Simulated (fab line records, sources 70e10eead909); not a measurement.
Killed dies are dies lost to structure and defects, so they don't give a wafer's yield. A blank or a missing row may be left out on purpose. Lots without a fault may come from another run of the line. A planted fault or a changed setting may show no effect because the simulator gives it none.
Which tool did it? | flow nand_harc | 12 lots, 36 wafers sampled, at 5 steps of a route of 1302

WHAT THE GAUGES READ, wafer by wafer
NHARC_A_SLIT_CD_MEAS_09: target cd 300 nm. Usual: cd_nm 299.8 nm, standard deviation 0.52.
lot  | measured     | on        | cd_nm (nm)        | flag
L743 | day 20 18:25 | cd_sem-02 | 300.1 299.3 300.4 |
L742 | day 20 18:50 | cd_sem-03 | 299.0 299.6 300.4 |
L744 | day 21 06:38 | cd_sem-03 | 299.8 299.5 300.9 |
L746 | day 22 08:37 | cd_sem-02 | 300.6 300.7 300.7 |
L747 | day 23 05:10 | cd_sem-01 | 300.2 300.7 299.7 |
L749 | day 23 13:02 | cd_sem-03 | 298.8 299.9 299.6 |
L750 | day 23 23:25 | cd_sem-03 | 299.5 299.1 299.0 |
L756 | day 26 13:38 | cd_sem-03 | 300.5 300.1 300.1 |
L758 | day 27 07:33 | cd_sem-03 | 299.8 299.7 300.6 |
L757 | day 27 07:50 | cd_sem-02 | 299.4 299.1 299.4 |
L759 | day 27 16:23 | cd_sem-01 | 299.8 299.6 299.9 |
L760 | day 29 10:29 | cd_sem-02 | 299.3 299.7 299.3 |

NHARC_A_SLIT_INSPECT_11. Usual: raw_defect_count 65, standard deviation 31.
lot  | measured     | on                | raw_defect_count | flag
L743 | day 20 18:32 | defect_inspect-01 | 55 70 70         |
L742 | day 20 18:58 | defect_inspect-01 | 105 104 110      |
L744 | day 21 06:46 | defect_inspect-01 | 57 66 52         |
L746 | day 22 08:44 | defect_inspect-01 | 115 109 102      |
L747 | day 23 05:17 | defect_inspect-01 | 84 81 72         |
L749 | day 23 13:10 | defect_inspect-01 | 81 86 74         |
L750 | day 23 23:32 | defect_inspect-01 | 15 7 14          |
L756 | day 26 13:46 | defect_inspect-02 | 56 69 45         |
L758 | day 27 07:40 | defect_inspect-01 | 63 65 67         |
L757 | day 27 07:58 | defect_inspect-02 | 83 95 85         |
L759 | day 27 16:31 | defect_inspect-02 | 85 93 82         |
L760 | day 29 10:36 | defect_inspect-02 | 77 65 70         |

NHARC_END_SORT_01. Usual: killed_at_array 52, standard deviation 17; killed_at_other 0.9, standard deviation 1.2; killed_at_periphery 3.9, standard deviation 2.7; killed_dies 57, standard deviation 16; killed_open 3.3, standard deviation 1.9; killed_short 2.5, standard deviation 1.5.
lot  | measured     | on        | killed_at_array | killed_at_other | killed_at_periphery | killed_dies | killed_open | killed_short | flag
L747 | day 27 23:05 | prober-01 | 675 674 671     | 0 1 1           | 2 2 5               | 677 677 677 | 5 5 3       | 1 5 3        | OFF
L749 | day 28 06:49 | prober-02 | 668 670 670     | 3 2 2           | 6 5 5               | 677 677 677 | 3 4 3       | 2 1 2        | OFF

WHICH TOOL RAN EACH LOT (tool, then ch and the chambers of the sampled wafers, then the start)
lot  | NHARC_A_SLIT_ETCH_15               | NHARC_A_SLIT_ETCH_29
L743 | rie_diel-01 ch 0,3, day 20 18:46   | rie_diel-01 ch 0,3, day 21 01:11
L742 | rie_diel-08 ch 0,1,2, day 20 19:12 | rie_diel-08 ch 1,2,3, day 21 01:53
L744 | rie_diel-03 ch 1,2, day 21 07:00   | rie_diel-08 ch 1,2, day 21 13:00
L746 | rie_diel-08 ch 0,1,3, day 22 08:59 | rie_diel-03 ch 0,2,3, day 22 14:40
L747 | rie_diel-08 ch 2,3, day 23 05:31   | rie_diel-08 ch 1,2, day 23 13:13
L749 | rie_diel-01 ch 0,3, day 23 13:24   | rie_diel-01 ch 1,2,3, day 23 19:01
L750 | rie_diel-01 ch 0,2,3, day 24 00:07 | rie_diel-08 ch 0,2,3, day 24 08:44
L756 | rie_diel-01 ch 0,2, day 26 14:07   | rie_diel-08 ch 1,3, day 26 19:37
L758 | rie_diel-01 ch 0,1,2, day 27 08:01 | rie_diel-08 ch 0,2,3, day 27 17:20
L757 | rie_diel-08 ch 0,3, day 27 08:18   | rie_diel-01 ch 1,2, day 27 13:46
L759 | rie_diel-01 ch 0,1,3, day 27 16:45 | rie_diel-03 ch 1,2,3, day 28 02:14
L760 | rie_diel-03 ch 0,1, day 29 10:50   | rie_diel-01 ch 0,2,3, day 29 16:20
- NHARC_A_SLIT_ETCH_15: etches the open film in O2/COS, target depth 6200 nm, time 1612 s.
- NHARC_A_SLIT_ETCH_29: etches the open film in CF4/O2, target depth 100 nm, overetch 10 nm, time 55 s.

WHAT THE TOOLS THEMSELVES READ (means of the sampled wafers that have a number; where no wafer has one, the mark that the record gives instead)
NHARC_A_SLIT_ETCH_15. Usual: bias_w 300.0 W, standard deviation 0.9; chamber_pressure_mTorr 20.001 mTorr, standard deviation 0.019; drypump_motor_current_A 5.6 A, standard deviation 0.34; oes_product_au 1.002 a.u., standard deviation 0.0096; rf_vpp_V 314.6 V, standard deviation 2; showerhead_plenum_p_Torr 3.15 Torr, standard deviation 0.12; throttle_valve_pct 28.330 %, standard deviation 0.0098.
lot  | tool        | bias_w (W) | chamber_pressure_mTorr (mTorr) | drypump_motor_current_A (A) | oes_product_au (a.u.) | rf_vpp_V (V) | showerhead_plenum_p_Torr (Torr) | throttle_valve_pct (%) | flag
L743 | rie_diel-01 | 300.2      | 20.006                         | 5.2                         | 1.012                 | 315.7        | 3.16                            | 28.319                 |
L742 | rie_diel-08 | 300.9      | 19.996                         | 5.3                         | 0.995                 | 313.2        | 3.06                            | 28.319                 |
L744 | rie_diel-03 | 300.2      | 19.999                         | 6.0                         | 0.996                 | 316.7        | 3.32                            | 28.334                 |
L746 | rie_diel-08 | 300.1      | 19.993                         | 5.5                         | 1.013                 | 313.2        | 3.08                            | 28.320                 |
L747 | rie_diel-08 | -          | -                              | -                           | -                     | -            | -                               | -                      | OFF
L749 | rie_diel-01 | -          | -                              | -                           | -                     | -            | -                               | -                      | OFF
L750 | rie_diel-01 | 299.7      | 20.032                         | 5.5                         | 1.003                 | 314.1        | 3.18                            | 28.332                 |
L756 | rie_diel-01 | 300.3      | 20.001                         | 5.3                         | 1.004                 | 316.0        | 3.21                            | 28.329                 |
L758 | rie_diel-01 | 299.8      | 19.994                         | 5.4                         | 1.005                 | 315.8        | 3.17                            | 28.332                 |
L757 | rie_diel-08 | 300.6      | 19.999                         | 5.8                         | 1.003                 | 314.2        | 3.17                            | 28.326                 |
L759 | rie_diel-01 | 300.3      | 20.011                         | 5.3                         | 1.012                 | 314.1        | 3.11                            | 28.331                 |
L760 | rie_diel-03 | 299.7      | 19.995                         | 5.7                         | 1.005                 | 313.6        | 3.10                            | 28.334                 |

NHARC_A_SLIT_ETCH_29. Usual: bias_w 100.0 W, standard deviation 0.31; cf4_flow_sccm 80.01 sccm, standard deviation 0.26; drypump_motor_current_A 5.6 A, standard deviation 0.35; oes_product_au 1.002 a.u., standard deviation 0.0091; rf_vpp_V 198.1 V, standard deviation 1.4; showerhead_plenum_p_Torr 1.35 Torr, standard deviation 0.056; throttle_valve_pct 13.396 %, standard deviation 0.01.
lot  | tool        | bias_w (W) | cf4_flow_sccm (sccm) | drypump_motor_current_A (A) | oes_product_au (a.u.) | rf_vpp_V (V) | showerhead_plenum_p_Torr (Torr) | throttle_valve_pct (%) | flag
L743 | rie_diel-01 | 100.2      | 80.11                | 5.2                         | 1.013                 | 197.6        | 1.35                            | 13.393                 |
L742 | rie_diel-08 | 99.8       | 79.89                | 5.5                         | 1.002                 | 199.1        | 1.36                            | 13.394                 |
L744 | rie_diel-08 | 100.1      | 79.98                | 5.2                         | 1.002                 | 198.2        | 1.32                            | 13.393                 |
L746 | rie_diel-03 | 100.3      | 80.10                | 5.7                         | 0.987                 | 198.9        | 1.35                            | 13.396                 |
L747 | rie_diel-08 | 99.8       | 79.84                | 5.2                         | 0.993                 | 198.6        | 1.35                            | 13.404                 |
L749 | rie_diel-01 | 100.2      | 79.83                | 5.6                         | 1.005                 | 197.8        | 1.34                            | 13.393                 |
L750 | rie_diel-08 | 100.1      | 80.05                | 5.6                         | 1.004                 | 197.6        | 1.35                            | 13.388                 |
L756 | rie_diel-08 | 100.3      | 79.91                | 5.4                         | 1.006                 | 197.7        | 1.33                            | 13.396                 |
L758 | rie_diel-08 | 100.3      | 79.94                | 5.6                         | 1.003                 | 197.9        | 1.35                            | 13.397                 |
L757 | rie_diel-01 | 100.0      | 80.28                | 5.5                         | 1.010                 | 198.3        | 1.34                            | 13.399                 |
L759 | rie_diel-03 | 100.0      | 80.00                | 5.9                         | 0.991                 | 199.2        | 1.38                            | 13.409                 |
L760 | rie_diel-01 | 100.0      | 79.93                | 5.5                         | 1.006                 | 198.0        | 1.36                            | 13.405                 |

THE ANSWER, worked out from the rows above alone
Rule: a lot is off if the mean of its wafers that have a number lies more than 3 standard deviations from the usual mean. A lot without any number at a reading at which 4 lots or more have one is off too. The other lots that the step has rows for count as sound. The gauges are gone through in route order, then the tools' own readings, and for those a lot's mean is taken as printed above. The first step at which some lot is off is used, and at that step the reading that is off furthest; a lot without a number counts as furthest.
Off: L747, L749, at NHARC_END_SORT_01 (killed_dies). Neither off nor sound, because the step has no rows for them: L743, L742, L744, L746, L750, L756, L758, L757, L759, L760.
A tool fits if, at a process step before that reading, it ran every lot that is off, and no sound lot after the first of them. The gauges at NHARC_END_SORT_01 aren't tried: what is off there is off at NHARC_A_SLIT_ETCH_15 too, on other tools, and a gauge's error can't cause that. None of those tried fits.

WHAT THE SIMULATOR HAD PUT IN
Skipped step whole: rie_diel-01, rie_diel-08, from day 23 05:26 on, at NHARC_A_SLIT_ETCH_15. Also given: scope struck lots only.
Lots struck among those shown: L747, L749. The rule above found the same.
